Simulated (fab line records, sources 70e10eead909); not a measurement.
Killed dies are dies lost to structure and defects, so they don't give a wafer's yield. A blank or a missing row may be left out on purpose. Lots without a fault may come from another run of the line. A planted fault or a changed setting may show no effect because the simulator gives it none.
A struck lot beside a sound one | flow nand_harc | 15 steps out of a route of 1302
Sound: wafers L464.1, L464.4, L464.6. Struck: wafers L472.1, L472.3, L472.4. The cause comes at the end.
At each step with rows: each side's tool, then ch and its chambers, then its first start. Under that, the readings that differ: sound wafers | struck wafers | difference of the means | sigmas: that difference in standard deviations of wafers without a fault.
alike: readings whose means differ by less than 2 such deviations, and words and numbers that are the same on both sides. not compared: withheld readings, readings that some wafer has no value for, bounds like >300 that may hide the same value, and numbers for which the record gives no deviation and whose values overlap.
The two part at a step that has a row with sigmas, a row that says differs or no value, or rows on one side only. Numbers that don't overlap but have no deviation are shown without sigmas and don't part them. A reading that every wafer of one side lacks parts them only if that side has two wafers or more.

first, 1 step without rows for these wafers: NHARC_THIN_TSV_DESCUM_14 (chemistry O2, time 3 s).
NHARC_THIN_TSV_ETCH_44: etches the open film in CF4/O2, target depth 1594.2 nm, time 797.1 s.
  sound on rie_diel-10 ch 1,2,3, day 28 08:11; struck on rie_diel-05 ch 1,2,3, day 32 04:38
  alike: drypump_motor_current_A, oes_product_au, rf_vpp_V, showerhead_plenum_p_Torr, throttle_valve_pct
  not compared: rf_hours_counter_h
then, 1 step without rows for these wafers: NHARC_THIN_TSV_ETCH_15 (target depth 3000 nm, bosch target overetch cycles 2, bosch etch step 2.8 s).
NHARC_THIN_TSV_CD_MEAS_16:
  sound on cd_sem-03, day 28 08:47; struck on cd_sem-02, day 32 05:17
  alike: cd_nm
NHARC_THIN_TSV_STRIP_45: strips in O2.
  sound on plasma_asher-01 ch 0,1, day 28 08:55; struck on plasma_asher-02 ch 0,1, day 32 05:24
  alike: drypump_motor_current_A, heater_power_w
  not compared: rf_hours_counter_h
then, 1 step without rows for these wafers: NHARC_THIN_TSV_STRIP_46 (strips in post etch residue remover, time 1200 s).
NHARC_THIN_TSV_DEP_47: deposits SiO2, target thk 200 nm.
  sound on pecvd-02 ch 0,1,2, day 28 09:43; struck on pecvd-02 ch 1,2, day 32 06:09
  alike: throttle_valve_pct
then, 3 steps without rows for these wafers: NHARC_THIN_TSV_ETCHBACK_48 (etches the open film in C4F8/Ar, target depth 1028.5 nm, time 405.17 s); NHARC_THIN_TSV_STRIP_62 (strips in N2/H2, time 20 s); NHARC_THIN_TSV_DEGAS_49 (time 120 s).
NHARC_THIN_TSV_PRE_CLEAN_50: time 30 s.
  sound on pvd_sputter-01; struck on pvd_sputter-03
  alike: heater_power_w
NHARC_THIN_TSV_PVD_19: deposits TaN, target thk 20 nm.
  sound on pvd_sputter-01; struck on pvd_sputter-03
  alike: chamber_pressure_pa, throttle_valve_pct
NHARC_THIN_TSV_PVD_51: deposits Cu, target thk 100 nm.
  sound on pvd_sputter-01, day 28 10:54; struck on pvd_sputter-03, day 32 07:22
  no value came back on the struck wafers for chamber_pressure_pa (Pa), throttle_valve_pct (%); on the sound wafers chamber_pressure_pa (Pa) reads 4.998 5.005 5.014
then, 1 step without rows for these wafers: NHARC_THIN_TSV_ECD_20 (material Cu, target thk 2000 nm).
NHARC_END_SORT_01:
  sound on prober-01 ch 0, day 28 21:32; struck on prober-02 ch 0, day 33 03:32
  reading                  | sound    | struck      | difference | sigmas
  defect_limited_yield (%) | 91 90 91 | 0 0 0       | -91        | -22
  killed_at_other          | 0 0 2    | 584 595 582 | +586       | +99 or more
  killed_dies              | 62 65 58 | 677 677 677 | +615       | +22
  alike: killed_at_array, killed_at_periphery, killed_open, killed_short

WHERE THEY PART
First at NHARC_THIN_TSV_PVD_51; last, within this record, at NHARC_END_SORT_01.

WHY: what the simulator had put in
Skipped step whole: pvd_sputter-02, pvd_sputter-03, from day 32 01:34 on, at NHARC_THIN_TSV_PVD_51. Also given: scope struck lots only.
